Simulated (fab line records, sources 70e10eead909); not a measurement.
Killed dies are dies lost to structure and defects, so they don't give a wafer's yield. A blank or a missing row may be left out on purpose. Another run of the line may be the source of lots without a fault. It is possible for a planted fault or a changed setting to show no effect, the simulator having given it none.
A lot that was struck, set against a sound lot + flow nand harc + 26 out of 1302 route steps
Sound: the wafers L342.1, L342.2, L342.6. Wafers L352.1, L352.2, L352.5 were the ones struck. The cause is named last.
Per side, at each step with rows, come the tool, then ch with its chambers, and then its first start. Under that, the readings that differ: sound wafers + struck wafers + difference of the means + sigmas: that difference in standard deviations of wafers without a fault.
alike: readings whose means differ by less than 2 such deviations, and words and numbers that are the same on both sides. not compared: withheld readings, readings that some wafer has no value for, bounds like >300 that may hide the same value, and numbers for which the record gives no deviation and whose values overlap.
The two part at a step that has a row with sigmas, a row that says differs or no value, or rows on one side only. When numbers do not overlap yet have no deviation, they are printed without sigmas and do not part them. A reading that every wafer of one side lacks parts them only if that side has two wafers or more.

NHARC_P_ZERO_WELL_INSPECT_43:
  sound on defect inspect-01, day 2 23:20; struck on defect inspect-01, day 7 03:32
  alike: raw defect count
then, 11 steps without rows for these wafers: NHARC_P_STI_ETCH_26 (etches SiO2 in dHF, target depth 11 nm); NHARC_P_STI_PRECLEAN_27 (cleans in SC1); NHARC_P_STI_SRD_28; NHARC_P_STI_OXIDE_29 (material SiO2, target thk 10 nm, ox time 1362 s); NHARC_P_STI_HM_DEP_30 (deposits Si3N4, target thk 80 nm, time 873 s); NHARC_P_STI_DEHYDRATE_01 (time 120 s); NHARC_P_STI_HMDS_02 (time 30 s); NHARC_P_STI_COAT_41 (time 65 s); NHARC_P_STI_COAT_03 (resist thk 600 nm); NHARC_P_STI_SOFTBAKE_04 (time 70 s); NHARC_P_STI_EBR_05.
NHARC_P_STI_EXPOSE_06: exposes mask P STI, target cd 200 nm.
  sound on krf scanner-03 ch 0, day 3 14:15; struck on krf scanner-03 ch 0, day 7 19:59
| reading | sound                   | struck                           | difference | sigmas |
|---------|-------------------------|----------------------------------|------------|--------|
| mask    | P_STI#0 P_STI#0 P_STI#0 | P_STI_R1#0 P_STI_R1#0 P_STI_R1#0 | differs    |        |
then, 2 steps without rows for these wafers: NHARC_P_STI_PEB_07 (peb time 80 s); NHARC_P_STI_DEVELOP_08 (time 50 s).
NHARC_P_STI_CD_MEAS_09 targets a cd of 200 nm.
  sound on cd sem-02 ch 0, day 3 14:24; struck on cd sem-03 ch 0
| reading    | sound             | struck            | difference | sigmas |
|------------|-------------------|-------------------|------------|--------|
| cd nm (nm) | 199.4 199.9 201.0 | 183.5 184.6 184.9 | -15.8      | -8     |
  not compared: hold
NHARC_P_STI_OVL_MEAS_10:
  sound on overlay-01, day 3 14:29; struck on overlay-01, day 7 22:44
| reading | sound | struck                                                                     | difference                   | sigmas |
|---------|-------|----------------------------------------------------------------------------|------------------------------|--------|
| hold    | - - - | await dispo/2.3h/release await dispo/2.3h/release await dispo/2.3h/release | no value on the sound wafers |        |
  alike: overlay x nm, overlay y nm
NHARC_P_STI_INSPECT_11:
  sound on defect inspect-01, day 3 14:31; struck on defect inspect-02, day 7 22:47
  alike: raw defect count
then, 1 step without rows for these wafers: NHARC_P_STI_HARDBAKE_13 (time 65 s).
NHARC_P_STI_DESCUM_14: chemistry O2, time 3 s.
  sound on rie diel-10 ch 2,3, day 3 14:40; struck on rie diel-10 ch 1,2,3, day 8 00:06
| reading                | sound           | struck            | difference | sigmas |
|------------------------|-----------------|-------------------|------------|--------|
| model.P_STI.cd nm (nm) | 199.2 200 201.1 | 183.3 185.3 185.2 | -15.5      |        |
  alike: drypump motor current A, mfc ar sccm, oes product au, rf vpp V, showerhead plenum p Torr, throttle valve pct
  not compared: rf hours counter h
NHARC_P_STI_ETCH_42: etches the open film in N2/H2, target depth 80 nm, overetch 24 nm, time 61 s.
  sound on rie diel-10 ch 0,2,3, day 3 14:46; struck on rie diel-10 ch 1,2,3, day 8 00:11
  alike: drypump motor current A, mfc ar sccm, oes product au, rf vpp V, showerhead plenum p Torr, throttle valve pct
  not compared: rf hours counter h
NHARC_P_STI_ETCH_31: etches the open film in CF4/CHF3, target depth 108.9 nm, time 54.5 s.
  sound: rie diel-10 ch 1,2,3; struck: rie diel-10 ch 0,1,3
  alike: drypump motor current A, mfc ar sccm, oes product au, rf vpp V, showerhead plenum p Torr, throttle valve pct
  not compared: rf hours counter h
NHARC_P_STI_ETCH_15: etches the open film in HBr/Cl2, target depth 300 nm, time 100.1 s.
  sound on rie si-03 ch 1,2, day 3 14:56; struck on rie si-03 ch 0,1, day 8 00:23
| reading                | sound             | struck            | difference | sigmas |
|------------------------|-------------------|-------------------|------------|--------|
| model.P_STI.cd nm (nm) | 198.9 200.3 200.2 | 183.1 185.4 185.6 | -15.1      |        |
  alike: drypump motor current A, he backside leak sccm, oes product au, throttle valve pct
  not compared: rf hours counter h
NHARC_P_STI_CD_MEAS_16:
  sound on cd sem-01, day 3 15:07; struck on cd sem-03, day 8 00:42
| reading    | sound             | struck            | difference | sigmas |
|------------|-------------------|-------------------|------------|--------|
| cd nm (nm) | 198.8 200.4 200.2 | 183.4 185.7 185.5 | -14.9      | -7     |
  not compared: hold
NHARC_P_STI_OCD_MEAS_17:
  sound on ocd-02, day 3 15:11; struck on ocd-01, day 8 03:05
| reading                | sound             | struck            | difference | sigmas |
|------------------------|-------------------|-------------------|------------|--------|
| trench foot cd nm (nm) | 157.2 156.8 159.3 | 141.0 142.5 142.7 | -15.7      | -7     |
  alike: trench depth nm
  not compared: hold
-- record jumps: 21 days between struck wafers' starts before vs after; left off in module P_STI, resumes in module END, first step shown is number 1302 of the route --
NHARC_END_SORT_01:
  the record has rows for the struck wafers here (prober-02 ch 0, day 29 14:50) and none for the sound ones

== WHERE THEY PART ==
Last at NHARC_END_SORT_01 as far as this record goes, first at NHARC_P_STI_EXPOSE_06.

WHY: whatever the simulator had introduced
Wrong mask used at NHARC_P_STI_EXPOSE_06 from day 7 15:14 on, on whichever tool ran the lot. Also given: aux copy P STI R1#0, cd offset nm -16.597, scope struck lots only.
